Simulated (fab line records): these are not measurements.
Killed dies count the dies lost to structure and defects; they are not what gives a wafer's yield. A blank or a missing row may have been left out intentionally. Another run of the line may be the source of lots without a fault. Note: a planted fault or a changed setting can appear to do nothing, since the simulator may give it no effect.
Which tool did it? | flow nandHarc | 24 lots, 72 wafers sampled, at 5 steps of a route of 1159

== WHAT EACH GAUGE READ, for each wafer ==
NHARC_A_M0_INSPECT_27.
lot  | measured     | on               | rawDefectCount
L075 | day 17 20:57 | defectInspect-02 | 398 575 494
L076 | day 17 20:33 | defectInspect-02 | 490 544 616
L074 | day 17 23:46 | defectInspect-01 | 511 419 535
L079 | day 18 02:26 | defectInspect-01 | 511 756 303
L078 | day 18 05:35 | defectInspect-01 | 599 670 601
L080 | day 18 13:17 | defectInspect-01 | 268 532 432
L077 | day 18 17:54 | defectInspect-02 | 457 257 382
L081 | day 19 03:36 | defectInspect-01 | 418 344 449
L082 | day 19 17:42 | defectInspect-01 | 416 402 379
L083 | day 19 19:03 | defectInspect-01 | 624 655 554
L084 | day 20 03:16 | defectInspect-01 | 710 625 686
L086 | day 20 19:17 | defectInspect-02 | 537 355 529
L085 | day 20 18:35 | defectInspect-01 | 631 653 487
L087 | day 21 02:44 | defectInspect-01 | 590 730 546
L091 | day 21 16:43 | defectInspect-01 | 436 532 602
L090 | day 21 17:49 | defectInspect-02 | 459 467 385
L089 | day 21 18:23 | defectInspect-02 | 266 388 430
L088 | day 21 21:20 | defectInspect-01 | 822 536 1242
L093 | day 21 22:56 | defectInspect-02 | 491 290 316
L092 | day 22 13:34 | defectInspect-02 | 369 377 335
L094 | day 22 13:47 | defectInspect-02 | 362 409 521
L096 | day 22 14:06 | defectInspect-02 | 472 479 632
L095 | day 22 17:07 | defectInspect-02 | 324 272 483
L097 | day 23 16:35 | defectInspect-01 | 804 539 1022

== WHICH TOOL RAN EACH LOT (tool, then ch and the chambers of the sampled wafers, then the start) ==
lot  | NHARC_A_CONTACT_ETCH_125           | NHARC_A_CONTACT_ETCH_131           | NHARC_A_BLC_PVD_32                     | NHARC_A_M0_PRE_CLEAN_29
L075 | harCapEtch-02 ch 0,1, day 16 18:57 | harCapEtch-02 ch 0,1, day 16 20:05 | pvdSputter-01, day 17 20:57 or earlier | pvdSputter-01, day 17 20:57 or earlier
L076 | harCapEtch-03 ch 0,1, day 16 19:46 | harCapEtch-03 ch 0,1, day 16 20:37 | pvdSputter-03, day 17 20:33 or earlier | pvdSputter-03, day 17 20:33 or earlier
L074 | harCapEtch-01 ch 0,1, day 17 00:21 | harCapEtch-01 ch 0,1, day 17 01:13 | pvdSputter-01, day 17 23:46 or earlier | pvdSputter-01, day 17 23:46 or earlier
L079 | harCapEtch-03 ch 0, day 17 08:30   | harCapEtch-03 ch 0, day 17 09:22   | pvdSputter-01, day 18 02:26 or earlier | pvdSputter-02, day 18 02:26 or earlier
L078 | harCapEtch-01 ch 0,1, day 17 10:27 | harCapEtch-01 ch 0,1, day 17 11:18 | pvdSputter-03, day 18 05:35 or earlier | pvdSputter-01, day 18 05:35 or earlier
L080 | harCapEtch-03 ch 0,1, day 17 14:02 | harCapEtch-03 ch 0,1, day 17 14:53 | pvdSputter-01, day 18 13:17 or earlier | pvdSputter-03, day 18 13:17 or earlier
L077 | harCapEtch-03 ch 0,1, day 17 21:38 | harCapEtch-03 ch 0,1, day 17 22:29 | pvdSputter-01, day 18 17:54 or earlier | pvdSputter-03, day 18 17:54 or earlier
L081 | harCapEtch-01 ch 0,1, day 18 07:07 | harCapEtch-01 ch 0,1, day 18 07:57 | pvdSputter-03, day 19 03:36 or earlier | pvdSputter-01, day 19 03:36 or earlier
L082 | harCapEtch-03 ch 0,1, day 18 19:23 | harCapEtch-03 ch 0,1, day 18 20:13 | pvdSputter-03, day 19 17:42 or earlier | pvdSputter-01, day 19 17:42 or earlier
L083 | harCapEtch-02 ch 0,1, day 18 19:50 | harCapEtch-02 ch 0,1, day 18 20:59 | pvdSputter-01, day 19 19:03 or earlier | pvdSputter-01, day 19 19:03 or earlier
L084 | harCapEtch-01 ch 0,1, day 19 05:28 | harCapEtch-01 ch 0,1, day 19 06:19 | pvdSputter-03, day 20 03:16 or earlier | pvdSputter-01, day 20 03:16 or earlier
L086 | harCapEtch-02 ch 1, day 19 23:04   | harCapEtch-02 ch 1, day 20 00:35   | pvdSputter-03, day 20 19:17 or earlier | pvdSputter-01, day 20 19:17 or earlier
L085 | harCapEtch-01 ch 0,1, day 19 23:16 | harCapEtch-01 ch 0,1, day 20 00:07 | pvdSputter-02, day 20 18:35 or earlier | pvdSputter-03, day 20 18:35 or earlier
L087 | harCapEtch-03 ch 0,1, day 20 04:12 | harCapEtch-03 ch 0,1, day 20 05:04 | pvdSputter-02, day 21 02:44 or earlier | pvdSputter-01, day 21 02:44 or earlier
L091 | harCapEtch-02 ch 0,1, day 20 14:20 | harCapEtch-02 ch 0,1, day 20 15:51 | pvdSputter-02, day 21 16:43 or earlier | pvdSputter-01, day 21 16:43 or earlier
L090 | harCapEtch-01 ch 0,1, day 20 17:18 | harCapEtch-01 ch 0,1, day 20 18:09 | pvdSputter-01, day 21 17:49 or earlier | pvdSputter-01, day 21 17:49 or earlier
L089 | harCapEtch-03 ch 0, day 20 19:44   | harCapEtch-03 ch 0, day 20 20:35   | pvdSputter-01, day 21 18:23 or earlier | pvdSputter-03, day 21 18:23 or earlier
L088 | harCapEtch-01 ch 0,1, day 20 20:40 | harCapEtch-01 ch 0,1, day 20 21:31 | pvdSputter-02, day 21 21:20 or earlier | pvdSputter-02, day 21 21:20 or earlier
L093 | harCapEtch-03 ch 0,1, day 21 01:32 | harCapEtch-03 ch 0,1, day 21 02:23 | pvdSputter-03, day 21 22:56 or earlier | pvdSputter-03, day 21 22:56 or earlier
L092 | harCapEtch-02 ch 0,1, day 21 08:37 | harCapEtch-02 ch 0,1, day 21 09:46 | pvdSputter-02, day 22 13:34 or earlier | pvdSputter-03, day 22 13:34 or earlier
L094 | harCapEtch-01 ch 0, day 21 10:48   | harCapEtch-01 ch 0, day 21 11:39   | pvdSputter-02, day 22 13:47 or earlier | pvdSputter-02, day 22 13:47 or earlier
L096 | harCapEtch-02 ch 0,1, day 21 12:22 | harCapEtch-02 ch 0,1, day 21 13:29 | pvdSputter-03, day 22 14:06 or earlier | pvdSputter-03, day 22 14:06 or earlier
L095 | harCapEtch-01 ch 0,1, day 21 16:13 | harCapEtch-01 ch 0,1, day 21 17:04 | pvdSputter-02, day 22 17:07 or earlier | pvdSputter-03, day 22 17:07 or earlier
L097 | harCapEtch-02 ch 0,1, day 22 14:11 | harCapEtch-02 ch 0,1, day 22 15:02 | pvdSputter-01, day 23 16:35 or earlier | pvdSputter-03, day 23 16:35 or earlier
- NHARC_A_CONTACT_ETCH_125: etches the open film in C4F8/O2/Ar, time 155 s, target depth 956 nm.
- NHARC_A_CONTACT_ETCH_131: etches the open film in C4F8/O2/Ar, time 155 s, target depth 956 nm.
- NHARC_A_BLC_PVD_32: deposits Ti, target thk 5 nm, time 17.7 s.
- NHARC_A_M0_PRE_CLEAN_29: time 30 s.

== WHAT THE TOOLS THEMSELVES READ (means of the sampled wafers that have a number; where no wafer has one, the mark that the record gives instead) ==
NHARC_A_CONTACT_ETCH_125.
lot  | tool          | oesAirLineAu (a.u.)
L075 | harCapEtch-02 | 0.996
L076 | harCapEtch-03 | 1.015
L074 | harCapEtch-01 | 1.016
L079 | harCapEtch-03 | 1.020
L078 | harCapEtch-01 | 0.982
L080 | harCapEtch-03 | 1.006
L077 | harCapEtch-03 | 0.990
L081 | harCapEtch-01 | 0.990
L082 | harCapEtch-03 | 1.015
L083 | harCapEtch-02 | 0.979
L084 | harCapEtch-01 | 1.031
L086 | harCapEtch-02 | 1.023
L085 | harCapEtch-01 | 1.007
L087 | harCapEtch-03 | 1.001
L091 | harCapEtch-02 | 1.016
L090 | harCapEtch-01 | 1.021
L089 | harCapEtch-03 | 1.002
L088 | harCapEtch-01 | 0.997
L093 | harCapEtch-03 | 1.002
L092 | harCapEtch-02 | 1.026
L094 | harCapEtch-01 | 1.018
L096 | harCapEtch-02 | 1.000
L095 | harCapEtch-01 | 1.001
L097 | harCapEtch-02 | 1.018

NHARC_A_CONTACT_ETCH_131.
lot  | tool          | oesAirLineAu (a.u.)
L075 | harCapEtch-02 | 1.009
L076 | harCapEtch-03 | 1.017
L074 | harCapEtch-01 | 0.995
L079 | harCapEtch-03 | 0.990
L078 | harCapEtch-01 | 0.977
L080 | harCapEtch-03 | 0.980
L077 | harCapEtch-03 | 0.989
L081 | harCapEtch-01 | 0.989
L082 | harCapEtch-03 | 0.975
L083 | harCapEtch-02 | 0.991
L084 | harCapEtch-01 | 1.009
L086 | harCapEtch-02 | 1.014
L085 | harCapEtch-01 | 0.986
L087 | harCapEtch-03 | 1.003
L091 | harCapEtch-02 | 1.014
L090 | harCapEtch-01 | 0.997
L089 | harCapEtch-03 | 0.993
L088 | harCapEtch-01 | 1.003
L093 | harCapEtch-03 | 1.014
L092 | harCapEtch-02 | 1.004
L094 | harCapEtch-01 | 1.006
L096 | harCapEtch-02 | 1.008
L095 | harCapEtch-01 | 0.980
L097 | harCapEtch-02 | 1.010

NHARC_A_BLC_PVD_32.
lot  | tool          | throttleValvePct (%)
L075 | pvdSputter-01 | 29.1
L076 | pvdSputter-03 | 28.8
L074 | pvdSputter-01 | 30.3
L079 | pvdSputter-01 | 29.0
L078 | pvdSputter-03 | 28.6
L080 | pvdSputter-01 | 29.3
L077 | pvdSputter-01 | 29.1
L081 | pvdSputter-03 | 29.2
L082 | pvdSputter-03 | 29.3
L083 | pvdSputter-01 | 30.4
L084 | pvdSputter-03 | 29.3
L086 | pvdSputter-03 | 28.5
L085 | pvdSputter-02 | 30.8
L087 | pvdSputter-02 | 29.4
L091 | pvdSputter-02 | 30.5
L090 | pvdSputter-01 | 29.7
L089 | pvdSputter-01 | 29.6
L088 | pvdSputter-02 | 29.3
L093 | pvdSputter-03 | 29.5
L092 | pvdSputter-02 | 30.8
L094 | pvdSputter-02 | 30.0
L096 | pvdSputter-03 | 29.1
L095 | pvdSputter-02 | 30.4
L097 | pvdSputter-01 | 30.4

NHARC_A_M0_PRE_CLEAN_29.
lot  | tool          | heaterPowerW (W)
L075 | pvdSputter-01 | 381
L076 | pvdSputter-03 | 381
L074 | pvdSputter-01 | 422
L079 | pvdSputter-02 | 386
L078 | pvdSputter-01 | 446
L080 | pvdSputter-03 | 421
L077 | pvdSputter-03 | 437
L081 | pvdSputter-01 | 386
L082 | pvdSputter-01 | 407
L083 | pvdSputter-01 | 385
L084 | pvdSputter-01 | 379
L086 | pvdSputter-01 | 416
L085 | pvdSputter-03 | 434
L087 | pvdSputter-01 | 414
L091 | pvdSputter-01 | 384
L090 | pvdSputter-01 | 441
L089 | pvdSputter-03 | 446
L088 | pvdSputter-02 | 384
L093 | pvdSputter-03 | 421
L092 | pvdSputter-03 | 442
L094 | pvdSputter-02 | 381
L096 | pvdSputter-03 | 441
L095 | pvdSputter-03 | 441
L097 | pvdSputter-03 | 432

== THE ANSWER, worked out from the rows above alone ==
Rule: usual is defined by the lots themselves. Put in order of their means at a reading, lots are off if they are a third of the lots or fewer, leave a main group of 4 or more, and stand apart from it by a gap of 3 or more times the standard deviation of the main group's means; of several such gaps the widest counts. If all means in a main group match to the digits the tables above print for the reading, that group is not used. A lot without any number at a reading at which 4 lots or more have one is off too. All remaining lots with rows at the step are treated as sound. First the gauges in route order, then the tools' own readings, where a lot's mean is used as printed above. At the first step where some lot is off, the reading lying furthest off is the one used; lots without a number count as furthest.
Nothing can be told from this: no lot is off at any reading shown.

== WHAT THE SIMULATOR PUT IN ==
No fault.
